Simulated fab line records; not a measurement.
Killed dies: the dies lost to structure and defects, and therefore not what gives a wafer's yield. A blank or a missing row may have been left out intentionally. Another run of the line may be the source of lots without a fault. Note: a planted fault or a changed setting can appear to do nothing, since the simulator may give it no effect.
Comparing a struck lot with a sound one    flow nandHarc    19 steps out of a route of 1159
Sound: wafers L713.1, L713.2, L713.5. Wafers L709.2, L709.4 were the ones struck. At the end, the cause is stated.
Each step with rows lists, per side, the tool, then ch with its chambers, then its first start. Under that, the readings that differ: sound wafers    struck wafers    difference of the means    sigmas: that difference in standard deviations of wafers without a fault.
alike: a reading whose means differ by less than 2 such deviations, as well as words and numbers matching on both sides. not compared: withheld readings; readings where some wafer has no value; bounds like >300 that might hide an equal value; numbers whose values overlap and for which the record gives no deviation.
The two part at a step that has a row with sigmas, a row that says differs or no value, or rows on one side only. When numbers do not overlap yet have no deviation, they are printed without sigmas and do not part them. A reading missing from all wafers of one side parts the sides only when that side holds two or more wafers.

first, 3 steps without rows for these wafers: NHARC_P_GATE_SRD_72; NHARC_P_GATE_OXIDE_16 (material SiO2, target thk 3 nm, ox time 392 s); NHARC_P_GATE_CVD_17 (deposits poly-Si, target thk 150 nm, time 900 s).
NHARC_P_GATE_HM_DEP_102: deposits aC, target thk 120 nm.
  sound on aclDep-01 ch 0, day 10 00:50; struck on aclDep-02 ch 0, day 8 19:08
  alike: throttleValvePct
NHARC_P_GATE_DEP_103: deposits SiON, target thk 30 nm.
  sound on pecvd-01 ch 0,1,2, day 10 01:47; struck on pecvd-01 ch 1,2, day 8 19:41
  alike: heaterPowerW
then, 7 steps without rows for these wafers: NHARC_P_GATE_DEHYDRATE_18 (time 120 s); NHARC_P_GATE_HMDS_19 (time 30 s); NHARC_P_GATE_COAT_20 (resist thk 90 nm); NHARC_P_GATE_SOFTBAKE_21 (time 55 s); NHARC_P_GATE_EBR_22; NHARC_P_GATE_EXPOSE_23 (exposes mask P GATE, target cd 120 nm); NHARC_P_GATE_PEB_24 (peb time 65 s).
NHARC_P_GATE_DEVELOP_25: develop time 35 s.
  sound on lithoTrack-06 ch 0, day 10 02:00; struck on lithoTrack-04 ch 0, day 8 20:00
reading         sound           struck     difference  sigmas
exhaustPa (Pa)  43.4 43.6 44.0  45.8 47.3  +2.9        +3
NHARC_P_GATE_CD_MEAS_26: target cd 120 nm.
  sound on cdSem-02 ch 0, day 10 02:28; struck on cdSem-01 ch 0, day 8 20:22
  alike: cdNm
NHARC_P_GATE_OVL_MEAS_27:
  sound on overlay-02 at day 10 02:34; struck on overlay-02 at day 8 20:27
  alike: overlayXNm, overlayYNm
NHARC_P_GATE_INSPECT_28:
  sound on defectInspect-02 at day 10 02:36; struck on defectInspect-01 at day 8 20:29
  alike: rawDefectCount
NHARC_P_GATE_DESCUM_31: chemistry O2, time 3 s.
  sound on rieDiel-07 ch 0,3, day 10 02:43; struck on rieDiel-01 ch 0,3, day 8 20:33
  alike: drypumpMotorCurrentA, mfcArSccm, oesProductAu, rfVppV, showerheadPlenumPTorr, throttleValvePct
  not compared: rfHoursCounterH, model.P_GATE.cdNm
NHARC_P_GATE_ETCH_104: etches the open film in CF4/CHF3, target depth 60 nm.
  sound on rieDiel-07 ch 1,2, day 10 02:48; struck on rieDiel-01 ch 0,3, day 8 20:38
reading           sound  struck       difference  sigmas
mfcArSccm (sccm)  0 0 0  0.008 0.023  +0.015      +2
  alike: drypumpMotorCurrentA, oesProductAu, rfVppV, showerheadPlenumPTorr, throttleValvePct
-- the record jumps here: 14 days lie between the struck wafers' starts before and after (it left off in module P_GATE and takes up again in module END, whose first step shown is number 1159 of the route) --
NHARC_END_SORT_01:
  sound on prober-02 ch 0, day 25 04:31; struck on prober-01 ch 0, day 23 05:28
reading        sound  struck  difference  sigmas
killedAtArray  19 25  36 45   +18         +2
killedAtOther  0 1    1 4     +2          +2
killedDies     21 32  40 54   +20         +2
killedShort    2 10   0 3     -4          -2
  alike: killedAtPeriphery, killedOpen

WHERE THEY PART
Last at NHARC_END_SORT_01 as far as this record goes, first at NHARC_P_GATE_DEVELOP_25.

WHY: whatever the simulator had introduced
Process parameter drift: lithoTrack-04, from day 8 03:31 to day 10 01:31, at NHARC_P_GATE_DEVELOP_25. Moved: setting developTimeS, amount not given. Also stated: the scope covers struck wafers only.
